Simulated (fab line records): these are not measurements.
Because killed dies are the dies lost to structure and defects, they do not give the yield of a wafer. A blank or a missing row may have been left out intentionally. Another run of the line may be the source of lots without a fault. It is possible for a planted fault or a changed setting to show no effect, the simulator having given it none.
Matching of chambers || flow n5_finfet || N5_BEOL_M2_ETCH_70 on rie_diel-04: 4 sister chambers
The step etches SOC in N2/H2, target depth 80 nm, overetch 24 nm, time 130 s. 14 wafers are shown with their chamber, then 7 later ones without.

## WAFERS WITH THEIR CHAMBER
{"wafer": "L074.4", "chamber": 1, "drypump_motor_current_A (A)": 6.6, "showerhead_plenum_p_Torr (Torr)": 2.65, "rf_vpp_V (V)": 526.4}
{"wafer": "L074.5", "chamber": 0, "drypump_motor_current_A (A)": 5.8, "showerhead_plenum_p_Torr (Torr)": 2.50, "rf_vpp_V (V)": 522.8}
{"wafer": "L074.6", "chamber": 3, "drypump_motor_current_A (A)": 5.4, "showerhead_plenum_p_Torr (Torr)": 2.70, "rf_vpp_V (V)": 528.8}
{"wafer": "L077.1", "chamber": 3, "drypump_motor_current_A (A)": 5.4, "showerhead_plenum_p_Torr (Torr)": 2.70, "rf_vpp_V (V)": 528.0}
{"wafer": "L077.2", "chamber": 1, "drypump_motor_current_A (A)": 6.6, "showerhead_plenum_p_Torr (Torr)": 2.65, "rf_vpp_V (V)": 526.4}
{"wafer": "L077.6", "chamber": 1, "drypump_motor_current_A (A)": 6.6, "showerhead_plenum_p_Torr (Torr)": 2.64, "rf_vpp_V (V)": 526.1}
{"wafer": "L081.3", "chamber": 3, "drypump_motor_current_A (A)": 5.4, "showerhead_plenum_p_Torr (Torr)": 2.69, "rf_vpp_V (V)": 528.5}
{"wafer": "L081.5", "chamber": 1, "drypump_motor_current_A (A)": 6.6, "showerhead_plenum_p_Torr (Torr)": 2.64, "rf_vpp_V (V)": 526.0}
{"wafer": "L081.6", "chamber": 3, "drypump_motor_current_A (A)": 5.4, "showerhead_plenum_p_Torr (Torr)": 2.69, "rf_vpp_V (V)": 527.5}
{"wafer": "L083.3", "chamber": 1, "drypump_motor_current_A (A)": 6.7, "showerhead_plenum_p_Torr (Torr)": 2.64, "rf_vpp_V (V)": 525.1}
{"wafer": "L083.4", "chamber": 0, "drypump_motor_current_A (A)": 5.8, "showerhead_plenum_p_Torr (Torr)": 2.50, "rf_vpp_V (V)": 523.1}
{"wafer": "L083.5", "chamber": 1, "drypump_motor_current_A (A)": 6.6, "showerhead_plenum_p_Torr (Torr)": 2.64, "rf_vpp_V (V)": 527.1}
{"wafer": "L090.3", "chamber": 3, "drypump_motor_current_A (A)": 5.4, "showerhead_plenum_p_Torr (Torr)": 2.68, "rf_vpp_V (V)": 527.2}
{"wafer": "L090.5", "chamber": 2, "drypump_motor_current_A (A)": 5.7, "showerhead_plenum_p_Torr (Torr)": 2.56, "rf_vpp_V (V)": 524.6}

SIGNATURES (averages over the wafers above)
{"reading": "drypump_motor_current_A", "chamber 0": 5.800, "chamber 1": 6.617, "chamber 2": 5.700, "chamber 3": 5.400, "scatter within a chamber": 0.0289}
{"reading": "showerhead_plenum_p_Torr", "chamber 0": 2.5000, "chamber 1": 2.6433, "chamber 2": 2.5600, "chamber 3": 2.6920, "scatter within a chamber": 0.00643}
{"reading": "rf_vpp_V", "chamber 0": 522.950, "chamber 1": 526.183, "chamber 2": 524.600, "chamber 3": 528.000, "scatter within a chamber": 0.63}
Rule: for a wafer and a chamber, the distance is found by dividing, reading by reading, the gap between the wafer's reading and the chamber's mean by the reading's scatter, squaring, summing and taking the root. If the next closest chamber is less than 2 further off than the closest, the wafer can't be placed; otherwise it belongs to the closest. The scatter: the root of (the sum of the squares of (reading less its chamber's mean) over the shown wafers, divided by (wafers less chambers)).

## WAFERS MISSING THEIR CHAMBER
{"wafer": "L090.6", "drypump_motor_current_A (A)": 5.4, "showerhead_plenum_p_Torr (Torr)": 2.69, "rf_vpp_V (V)": 528.0}
{"wafer": "L093.2", "drypump_motor_current_A (A)": 6.6, "showerhead_plenum_p_Torr (Torr)": 2.63, "rf_vpp_V (V)": 526.8}
{"wafer": "L093.3", "drypump_motor_current_A (A)": 5.4, "showerhead_plenum_p_Torr (Torr)": 2.68, "rf_vpp_V (V)": 528.6}
{"wafer": "L093.4", "drypump_motor_current_A (A)": 5.7, "showerhead_plenum_p_Torr (Torr)": 2.56, "rf_vpp_V (V)": 524.6}
{"wafer": "L095.1", "drypump_motor_current_A (A)": 5.8, "showerhead_plenum_p_Torr (Torr)": 2.48, "rf_vpp_V (V)": 522.1}
{"wafer": "L095.4", "drypump_motor_current_A (A)": 6.7, "showerhead_plenum_p_Torr (Torr)": 2.63, "rf_vpp_V (V)": 524.9}
{"wafer": "L095.5", "drypump_motor_current_A (A)": 5.4, "showerhead_plenum_p_Torr (Torr)": 2.68, "rf_vpp_V (V)": 527.4}

## CHAMBER TAKEN BY EACH
{"wafer": "L090.6", "from the rows above": 3, "in truth": 3}
{"wafer": "L093.2", "from the rows above": 1, "in truth": 1}
{"wafer": "L093.3", "from the rows above": 3, "in truth": 3}
{"wafer": "L093.4", "from the rows above": 2, "in truth": 2}
{"wafer": "L095.1", "from the rows above": 0, "in truth": 0}
{"wafer": "L095.4", "from the rows above": 1, "in truth": 1}
{"wafer": "L095.5", "from the rows above": 3, "in truth": 3}
Placed correctly: 7 of 7. Left unplaced by these rows: 0. Wrongly placed: 0.
